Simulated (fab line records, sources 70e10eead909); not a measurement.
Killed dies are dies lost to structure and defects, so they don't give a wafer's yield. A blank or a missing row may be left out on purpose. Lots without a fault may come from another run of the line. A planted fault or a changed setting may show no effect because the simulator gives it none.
A struck lot beside a sound one | flow nand_harc | 15 steps out of a route of 1302
Sound: wafers L120.2, L120.4, L120.6. Struck: wafers L112.1, L112.5. (L112.2 of the same lot was not struck and is left out.) The cause comes at the end.
At each step with rows: each side's tool, then ch and its chambers, then its first start. Under that, the readings that differ: sound wafers | struck wafers | difference of the means | sigmas: that difference in standard deviations of wafers without a fault.
alike: readings whose means differ by less than 2 such deviations, and words and numbers that are the same on both sides. not compared: withheld readings, readings that some wafer has no value for, bounds like >300 that may hide the same value, and numbers for which the record gives no deviation and whose values overlap.
The two part at a step that has a row with sigmas, a row that says differs or no value, or rows on one side only. Numbers that don't overlap but have no deviation are shown without sigmas and don't part them. A reading that every wafer of one side lacks parts them only if that side has two wafers or more.

NHARC_P_START_INSPECT_01:
  sound on defect_inspect-02, day 9 18:03; struck on defect_inspect-02, day 6 10:02
  reading          | sound | struck | difference | sigmas
  raw_defect_count | 4 7 7 | 2 1    | -4         | -2
then, 9 steps without rows for these wafers: NHARC_P_ZERO_WELL_PRECLEAN_00 (cleans in SPM, time 600 s); NHARC_P_ZERO_WELL_SRD_01; NHARC_P_ZERO_WELL_PECVD_02 (deposits SiO2, target thk 10 nm); NHARC_P_ZERO_WELL_DEHYDRATE_03 (time 120 s); NHARC_P_ZERO_WELL_HMDS_04 (time 30 s); NHARC_P_ZERO_WELL_COAT_64 (time 65 s); NHARC_P_ZERO_WELL_COAT_05 (resist thk 600 nm); NHARC_P_ZERO_WELL_SOFTBAKE_06 (time 70 s); NHARC_P_ZERO_WELL_EBR_07.
NHARC_P_ZERO_WELL_EXPOSE_08: exposes mask P ZERO, target cd 500 nm.
  sound on krf_scanner-01 ch 0, day 9 19:07; struck on krf_scanner-03 ch 0, day 6 10:58
  alike: mask, stage_vel_mm_s
then, 2 steps without rows for these wafers: NHARC_P_ZERO_WELL_PEB_09 (peb time 80 s); NHARC_P_ZERO_WELL_DEVELOP_10 (time 50 s).
NHARC_P_ZERO_WELL_CD_MEAS_11: target cd 500 nm.
  sound on cd_sem-02 ch 0, day 9 19:16; struck on cd_sem-01 ch 0, day 6 11:07
  reading    | sound             | struck      | difference | sigmas
  cd_nm (nm) | 502.2 502.2 499.8 | 507.7 507.0 | +6.0       | +4
then, 1 step without rows for these wafers: NHARC_P_ZERO_WELL_HARDBAKE_12 (time 65 s).

WHERE THEY PART
First at NHARC_P_START_INSPECT_01; last, within this record, at NHARC_P_ZERO_WELL_CD_MEAS_11.

WHY: what the simulator had put in
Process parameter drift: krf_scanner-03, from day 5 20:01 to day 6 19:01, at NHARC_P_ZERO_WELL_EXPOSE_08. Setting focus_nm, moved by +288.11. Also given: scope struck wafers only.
